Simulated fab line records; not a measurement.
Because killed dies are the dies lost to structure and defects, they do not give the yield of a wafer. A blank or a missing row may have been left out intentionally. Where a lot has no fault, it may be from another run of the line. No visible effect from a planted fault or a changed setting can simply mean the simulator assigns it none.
Which tool did it?	flow n5Finfet	63 wafers from 21 lots sampled at 6 of the route's 1938 steps

WHAT THE GAUGES READ, wafer by wafer
The record lacks any reading of a measuring or inspecting step that a usual standard deviation could be used to judge.

WHAT TOOL EACH LOT RAN ON (gives the tool, then ch and the chambers of the sampled wafers, and finally the start)
lot	N5_MOL_CONTACT_COAG_STRIP_96	N5_MOL_CONTACT_COAG_ETCH_67	N5_MOL_CONTACT_COAG_STRIP_49	N5_BEOL_M0_SAQP_HM_DEP_02	N5_BEOL_M0_SAQP_SPACER1_ETCHBACK_99	N5_BEOL_M0_SAQP_ETCH_106
L074	rieDiel-06 ch 0,3, day 5 12:39	rieDiel-06 ch 0,3, day 5 14:00	plasmaAsher-02 ch 0,1, day 5 14:20	pvdSputter-01, day 5 19:14	rieDiel-04 ch 1,3, day 5 21:30	rieDiel-01 ch 0,1,3, day 5 22:25
L075	rieDiel-02 ch 0,1,3, day 5 15:05	rieDiel-05 ch 0,2,3, day 5 16:19	plasmaAsher-02 ch 0,1, day 5 16:40	pvdSputter-02, day 5 22:58	rieDiel-03 ch 1,2,3, day 6 01:29	rieDiel-04 ch 0,1,3, day 6 02:31
L076	rieDiel-06 ch 0,1,3, day 5 20:15	rieDiel-05 ch 0,2,3, day 5 21:35	plasmaAsher-01 ch 0,1, day 5 21:55	pvdSputter-03, day 6 02:49	rieDiel-01 ch 1,3, day 6 05:15	rieDiel-01 ch 1,3, day 6 06:29
L077	rieDiel-02 ch 1,2,3, day 5 20:49	rieDiel-05 ch 1,2,3, day 5 22:00	plasmaAsher-02 ch 0,1, day 5 22:20	pvdSputter-01, day 6 06:29	rieDiel-04 ch 0,1,2, day 6 09:04	rieDiel-04 ch 0,2,3, day 6 09:58
L079	rieDiel-02 ch 1,3, day 6 10:54	rieDiel-02 ch 1,3, day 6 12:17	plasmaAsher-01 ch 0, day 6 12:43	pvdSputter-01, day 6 17:50	rieDiel-01 ch 0,1,3, day 6 20:09	rieDiel-01 ch 0,1, day 6 21:06
L080	rieDiel-06 ch 1,3, day 6 15:49	rieDiel-06 ch 1,2, day 6 17:16	plasmaAsher-01 ch 0,1, day 6 17:37	pvdSputter-02, day 6 22:29	rieDiel-01 ch 0,2, day 7 00:46	rieDiel-01 ch 1,3, day 7 01:40
L081	rieDiel-02 ch 1,2,3, day 6 20:45	rieDiel-06 ch 0,1,2, day 6 23:02	plasmaAsher-01 ch 0,1, day 6 23:22	pvdSputter-02, day 7 07:05	rieDiel-01 ch 0,1,3, day 7 09:31	rieDiel-04 ch 0,1,3, day 7 10:31
L082	rieDiel-05 ch 1,2, day 7 01:35	rieDiel-02 ch 0,1, day 7 02:40	plasmaAsher-02 ch 0,1, day 7 03:01	pvdSputter-02, day 7 07:23	rieDiel-01 ch 1,2, day 7 09:44	rieDiel-01 ch 0,1,2, day 7 10:47
L083	rieDiel-02 ch 0,3, day 7 11:19	rieDiel-05 ch 0,1, day 7 12:23	plasmaAsher-02 ch 0,1, day 7 12:42	pvdSputter-01, day 7 17:34	rieDiel-04 ch 2,3, day 7 19:52	rieDiel-04 ch 1,2, day 7 20:51
L084	rieDiel-06 ch 0,3, day 7 15:57	rieDiel-02 ch 0,3, day 7 17:25	plasmaAsher-02 ch 0,1, day 7 17:44	pvdSputter-02, day 7 22:09	rieDiel-03 ch 1,2,3, day 8 00:53	rieDiel-03 ch 1,2,3, day 8 01:50
L085	rieDiel-06 ch 0,2, day 7 23:49	rieDiel-02 ch 0,1,3, day 8 01:09	plasmaAsher-01 ch 0,1, day 8 01:29	pvdSputter-01, day 8 06:53	rieDiel-03 ch 0,2,3, day 8 09:18	rieDiel-04 ch 0,1, day 8 10:16
L088	rieDiel-06 ch 1,2,3, day 8 16:22	rieDiel-05 ch 0,2,3, day 8 18:17	plasmaAsher-02 ch 0,1, day 8 18:37	pvdSputter-01, day 9 00:30	rieDiel-01 ch 0,2,3, day 9 02:55	rieDiel-03 ch 0,2,3, day 9 03:59
L090	rieDiel-05 ch 2,3, day 9 02:43	rieDiel-02 ch 0,2,3, day 9 03:57	plasmaAsher-02 ch 0,1, day 9 04:16	pvdSputter-01, day 9 09:21	rieDiel-04 ch 1,3, day 9 11:49	rieDiel-01 ch 0,2,3, day 9 12:52
L089	rieDiel-02 ch 0,3, day 9 02:50	rieDiel-06 ch 1,2, day 9 04:10	plasmaAsher-02 ch 0,1, day 9 04:29	pvdSputter-03, day 9 12:11	rieDiel-01 ch 0,1,2, day 9 14:44	rieDiel-01 ch 1,3, day 9 15:39
L091	rieDiel-06 ch 0,1, day 9 09:25	rieDiel-06 ch 2,3, day 9 10:28	plasmaAsher-02 ch 0,1, day 9 10:47	pvdSputter-03, day 9 15:49	rieDiel-03 ch 0,2, day 9 17:58	rieDiel-01 ch 1,2,3, day 9 18:52
L092	rieDiel-05 ch 0,2,3, day 9 16:28	rieDiel-06 ch 0,1,3, day 9 17:52	plasmaAsher-01 ch 0,1, day 9 18:12	pvdSputter-02, day 9 23:08	rieDiel-01 ch 0,2,3, day 10 01:16	rieDiel-03 ch 0,2,3, day 10 02:15
L093	rieDiel-02 ch 0,1,3, day 9 20:35	rieDiel-02 ch 0,1,3, day 9 21:47	plasmaAsher-01 ch 0,1, day 9 22:08	pvdSputter-01, day 10 03:01	rieDiel-03 ch 0,1,2, day 10 05:53	rieDiel-01 ch 0,1,2, day 10 06:49
L094	rieDiel-05 ch 0,2,3, day 10 03:40	rieDiel-06 ch 1,2,3, day 10 05:10	plasmaAsher-01 ch 0,1, day 10 05:30	pvdSputter-03, day 10 11:37	rieDiel-03 ch 1,2, day 10 14:19	rieDiel-01 ch 1,2, day 10 15:32
L095	rieDiel-05 ch 0,1,3, day 10 07:42	rieDiel-06 ch 1,3, day 10 08:56	plasmaAsher-02 ch 0,1, day 10 09:16	pvdSputter-01, day 10 15:26	rieDiel-01 ch 1,2,3, day 10 17:36	rieDiel-03 ch 0,1,3, day 10 18:39
L096	rieDiel-06 ch 2,3, day 10 13:53	rieDiel-02 ch 1,2, day 10 15:17	plasmaAsher-01 ch 0,1, day 10 15:36	pvdSputter-02, day 10 21:55	rieDiel-01 ch 0,2,3, day 11 00:23	rieDiel-03 ch 0,3, day 11 01:31
L097	rieDiel-02 ch 2,3, day 10 20:10	rieDiel-05 ch 0,3, day 10 21:14	plasmaAsher-01 ch 0,1, day 10 21:35	pvdSputter-01, day 11 02:11	rieDiel-04 ch 0,1,3, day 11 04:19	rieDiel-01 ch 2,3, day 11 05:19
- N5_MOL_CONTACT_COAG_STRIP_96: strips in N2/H2.
- N5_MOL_CONTACT_COAG_ETCH_67: etches SOC in N2/H2, target depth 60 nm, overetch 21 nm, time 101.2 s.
- N5_MOL_CONTACT_COAG_STRIP_49: strips in N2/H2, time 30 s.
- N5_BEOL_M0_SAQP_HM_DEP_02: deposits TiN, target thk 12 nm.
- N5_BEOL_M0_SAQP_SPACER1_ETCHBACK_99: etches SiO2 in CHF3/O2, target depth 15.4 nm, time 7.7 s.
- N5_BEOL_M0_SAQP_ETCH_106: etches SOC in N2/H2, stops on SiNx, target depth 150 nm.

AS READ BY THE TOOLS THEMSELVES (means over the sampled wafers that have a number; for cases with no such wafer, the mark the record gives instead)
N5_MOL_CONTACT_COAG_STRIP_96. Usual: drypumpMotorCurrentA 5.8 A, standard deviation 0.6; oesProductAu 0.79 a.u., standard deviation 0.092; rfVppV 121.5 V, standard deviation 1.3; showerheadPlenumPTorr 3.31 Torr, standard deviation 0.098; throttleValvePct 18.9 %, standard deviation 0.49.
lot	tool	drypumpMotorCurrentA (A)	oesProductAu (a.u.)	rfVppV (V)	showerheadPlenumPTorr (Torr)	throttleValvePct (%)	flag
L074	rieDiel-06	5.9	0.74	122.2	3.42	19.3	
L075	rieDiel-02	5.5	0.85	121.7	3.31	18.9	
L076	rieDiel-06	5.8	0.72	120.2	3.30	19.0	
L077	rieDiel-02	5.9	0.81	121.2	3.30	18.8	
L079	rieDiel-02	5.8	0.77	121.6	3.32	19.0	
L080	rieDiel-06	6.1	0.71	121.3	3.27	18.7	
L081	rieDiel-02	5.9	0.80	122.0	3.30	18.8	
L082	rieDiel-05	6.5	0.78	121.5	3.32	19.0	
L083	rieDiel-02	5.7	0.77	121.7	3.33	19.3	
L084	rieDiel-06	5.4	0.72	121.0	3.31	19.3	
L085	rieDiel-06	5.4	0.77	122.4	3.23	19.1	
L088	rieDiel-06	6.2	0.88	121.8	3.45	18.7	
L090	rieDiel-05	5.5	0.79	121.9	3.28	18.7	
L089	rieDiel-02	5.3	0.82	121.3	3.31	19.3	
L091	rieDiel-06	5.2	0.79	121.1	3.32	18.9	
L092	rieDiel-05	5.8	0.76	120.9	3.28	18.8	
L093	rieDiel-02	5.5	0.80	122.9	3.30	18.9	
L094	rieDiel-05	5.8	0.75	122.5	3.28	18.8	
L095	rieDiel-05	5.8	0.83	121.4	3.26	18.5	
L096	rieDiel-06	6.3	0.83	121.0	3.35	18.9	
L097	rieDiel-02	6.0	0.71	120.5	3.30	19.4	

N5_MOL_CONTACT_COAG_ETCH_67. Usual: biasW 150.0 W, standard deviation 0.46; drypumpMotorCurrentA 5.8 A, standard deviation 0.56; oesProductAu 0.67 a.u., standard deviation 0.071; rfVppV 522.8 V, standard deviation 2.3; showerheadPlenumPTorr 2.51 Torr, standard deviation 0.08; throttleValvePct 17.7 %, standard deviation 0.36.
lot	tool	biasW (W)	drypumpMotorCurrentA (A)	oesProductAu (a.u.)	rfVppV (V)	showerheadPlenumPTorr (Torr)	throttleValvePct (%)	flag
L074	rieDiel-06	150.3	5.9	0.63	525.2	2.59	18.2	
L075	rieDiel-05	150.4	5.8	0.68	522.0	2.50	17.6	
L076	rieDiel-05	149.7	5.8	0.67	522.2	2.50	17.6	
L077	rieDiel-05	150.0	5.9	0.71	522.5	2.50	17.6	
L079	rieDiel-02	150.6	5.8	0.65	523.3	2.51	17.8	
L080	rieDiel-06	149.6	6.1	0.72	521.5	2.46	17.7	
L081	rieDiel-06	150.0	5.7	0.66	521.4	2.43	17.9	
L082	rieDiel-02	150.1	5.2	0.74	522.6	2.49	17.6	
L083	rieDiel-05	150.2	6.1	0.69	521.5	2.47	17.6	
L084	rieDiel-02	150.1	5.4	0.69	523.1	2.51	17.9	
L085	rieDiel-02	150.0	5.5	0.68	522.6	2.50	17.7	
L088	rieDiel-05	150.0	5.8	0.65	522.1	2.49	17.6	
L090	rieDiel-02	150.1	5.7	0.66	522.6	2.50	17.9	
L089	rieDiel-06	150.3	6.1	0.76	524.3	2.56	17.5	
L091	rieDiel-06	149.9	6.3	0.70	524.2	2.54	17.9	
L092	rieDiel-06	149.9	5.8	0.66	525.2	2.58	17.9	
L093	rieDiel-02	149.8	5.5	0.67	523.1	2.49	17.7	
L094	rieDiel-06	150.0	6.2	0.71	525.8	2.61	17.7	
L095	rieDiel-06	150.3	6.1	0.72	527.0	2.68	17.5	
L096	rieDiel-02	149.7	6.0	0.66	521.3	2.46	17.7	
L097	rieDiel-05	150.2	5.3	0.67	520.7	2.46	17.5	

N5_MOL_CONTACT_COAG_STRIP_49. Usual: drypumpMotorCurrentA 5.6 A, standard deviation 0.33; heaterPowerW 345 W, standard deviation 25.
lot	tool	drypumpMotorCurrentA (A)	heaterPowerW (W)	flag
L074	plasmaAsher-02	5.5	324	
L075	plasmaAsher-02	5.5	327	
L076	plasmaAsher-01	5.7	371	
L077	plasmaAsher-02	5.5	323	
L079	plasmaAsher-01	6.0	377	
L080	plasmaAsher-01	5.8	365	
L081	plasmaAsher-01	5.9	370	
L082	plasmaAsher-02	5.3	314	
L083	plasmaAsher-02	5.5	326	
L084	plasmaAsher-02	5.5	328	
L085	plasmaAsher-01	5.7	364	
L088	plasmaAsher-02	5.3	318	
L090	plasmaAsher-02	5.3	318	
L089	plasmaAsher-02	5.5	327	
L091	plasmaAsher-02	5.3	320	
L092	plasmaAsher-01	5.7	368	
L093	plasmaAsher-01	5.7	362	
L094	plasmaAsher-01	5.7	365	
L095	plasmaAsher-02	5.6	324	
L096	plasmaAsher-01	5.7	364	
L097	plasmaAsher-01	5.7	364	

N5_BEOL_M0_SAQP_HM_DEP_02. Usual: substrateTempC 25.00 C, standard deviation 0.12; throttleValvePct 30.2 %, standard deviation 1.1.
lot	tool	substrateTempC (C)	throttleValvePct (%)	flag
L074	pvdSputter-01	25.01	30.6	
L075	pvdSputter-02	25.01	30.7	
L076	pvdSputter-03	25.13	30.5	
L077	pvdSputter-01	25.02	30.8	
L079	pvdSputter-01	25.08	29.0	
L080	pvdSputter-02	25.08	29.1	
L081	pvdSputter-02	24.99	29.1	
L082	pvdSputter-02	24.93	29.4	
L083	pvdSputter-01	24.93	30.1	
L084	pvdSputter-02	24.85	30.6	
L085	pvdSputter-01	24.93	30.4	
L088	pvdSputter-01	24.96	30.7	
L090	pvdSputter-01	25.05	29.5	
L089	pvdSputter-03	24.95	30.2	
L091	pvdSputter-03	25.11	30.6	
L092	pvdSputter-02	24.96	29.5	
L093	pvdSputter-01	25.02	29.7	
L094	pvdSputter-03	25.03	30.9	
L095	pvdSputter-01	24.95	30.5	
L096	pvdSputter-02	25.00	30.7	
L097	pvdSputter-01	25.01	30.6	

N5_BEOL_M0_SAQP_SPACER1_ETCHBACK_99. Usual: biasW 170.0 W, standard deviation 0.54; drypumpMotorCurrentA 5.7 A, standard deviation 0.6; oesProductAu 0.81 a.u., standard deviation 0.099; rfVppV 528 V, standard deviation 11; showerheadPlenumPTorr 2.39 Torr, standard deviation 0.065; throttleValvePct 18.89 %, standard deviation 0.28.
lot	tool	biasW (W)	drypumpMotorCurrentA (A)	oesProductAu (a.u.)	rfVppV (V)	showerheadPlenumPTorr (Torr)	throttleValvePct (%)	flag
L074	rieDiel-04	169.2	6.6	0.76	534	2.35	19.07	
L075	rieDiel-03	169.7	5.7	0.74	536	2.41	18.93	
L076	rieDiel-01	170.6	5.6	0.78	517	2.37	19.03	
L077	rieDiel-04	170.0	6.0	0.81	537	2.47	19.15	
L079	rieDiel-01	170.2	5.4	0.84	519	2.40	18.88	
L080	rieDiel-01	170.0	5.6	0.97	520	2.38	18.48	
L081	rieDiel-01	169.7	5.4	0.84	519	2.40	18.88	
L082	rieDiel-01	170.1	5.8	0.91	518	2.36	18.66	
L083	rieDiel-04	170.0	6.3	0.78	538	2.36	19.12	
L084	rieDiel-03	169.9	5.7	0.73	535	2.41	18.97	
L085	rieDiel-03	169.9	5.6	0.75	534	2.41	18.83	
L088	rieDiel-01	169.9	5.7	0.90	522	2.39	18.65	
L090	rieDiel-04	170.2	6.5	0.76	535	2.39	19.04	
L089	rieDiel-01	170.0	5.4	0.84	516	2.38	18.77	
L091	rieDiel-03	169.7	5.4	0.74	533	2.34	18.91	
L092	rieDiel-01	169.7	5.8	0.89	522	2.38	18.66	
L093	rieDiel-03	170.1	5.3	0.76	532	2.38	18.81	
L094	rieDiel-03	169.2	5.4	0.70	535	2.33	19.05	
L095	rieDiel-01	170.2	5.9	0.83	521	2.35	18.83	
L096	rieDiel-01	169.8	5.7	0.87	521	2.38	18.68	
L097	rieDiel-04	170.1	6.3	0.81	531	2.39	19.10	

N5_BEOL_M0_SAQP_ETCH_106. Usual: biasW 61.01 W, standard deviation 0.2; drypumpMotorCurrentA 5.7 A, standard deviation 0.61; oesProductAu 0.80 a.u., standard deviation 0.093; rfVppV 240.5 V, standard deviation 1.2; showerheadPlenumPTorr 2.53 Torr, standard deviation 0.065; throttleValvePct 17.79 %, standard deviation 0.29.
lot	tool	biasW (W)	drypumpMotorCurrentA (A)	oesProductAu (a.u.)	rfVppV (V)	showerheadPlenumPTorr (Torr)	throttleValvePct (%)	flag
L074	rieDiel-01	61.12	5.5	0.84	239.5	2.53	17.73	
L075	rieDiel-04	60.86	6.3	0.73	240.2	2.54	18.09	
L076	rieDiel-01	61.00	5.9	0.83	239.8	2.50	17.78	
L077	rieDiel-04	61.00	6.0	0.77	240.2	2.56	18.18	
L079	rieDiel-01	60.62	4.9	0.83	241.5	2.56	17.72	
L080	rieDiel-01	61.03	6.0	0.82	240.3	2.50	17.80	
L081	rieDiel-04	60.98	6.3	0.72	241.4	2.53	18.11	
L082	rieDiel-01	61.01	5.3	0.85	240.5	2.54	17.70	
L083	rieDiel-04	61.14	6.0	0.85	241.7	2.60	17.94	
L084	rieDiel-03	61.15	5.7	0.72	240.3	2.52	17.78	
L085	rieDiel-04	60.77	6.3	0.74	240.9	2.57	18.00	
L088	rieDiel-03	61.31	5.6	0.74	240.0	2.53	17.69	
L090	rieDiel-01	60.98	5.8	0.88	239.9	2.52	17.56	
L089	rieDiel-01	61.03	5.6	0.75	240.7	2.50	18.00	
L091	rieDiel-01	60.78	5.9	0.82	240.1	2.50	17.77	
L092	rieDiel-03	61.09	5.6	0.74	241.0	2.53	17.68	
L093	rieDiel-01	61.09	5.4	0.82	240.6	2.53	17.75	
L094	rieDiel-01	60.96	5.5	0.76	240.2	2.51	17.95	
L095	rieDiel-03	61.00	5.5	0.75	241.3	2.57	17.61	
L096	rieDiel-03	60.93	5.8	0.74	241.7	2.60	17.60	
L097	rieDiel-01	61.07	6.3	0.86	239.5	2.48	17.62	

THE ANSWER, worked out from the rows above alone
Rule: a lot is off if the mean of its wafers that have a number lies more than 3 standard deviations from the usual mean. A lot without any number at a reading at which 4 lots or more have one is off too. The other lots that the step has rows for count as sound. Order of review: gauges by route order, followed by the tools' own readings, for which a lot's mean as printed above is used. The first step at which some lot is off is used, and at that step the reading that is off furthest; a lot without a number counts as furthest.
Across all readings shown, no lot is off: no conclusion can be drawn from this.

WHAT THE SIMULATOR PUT IN
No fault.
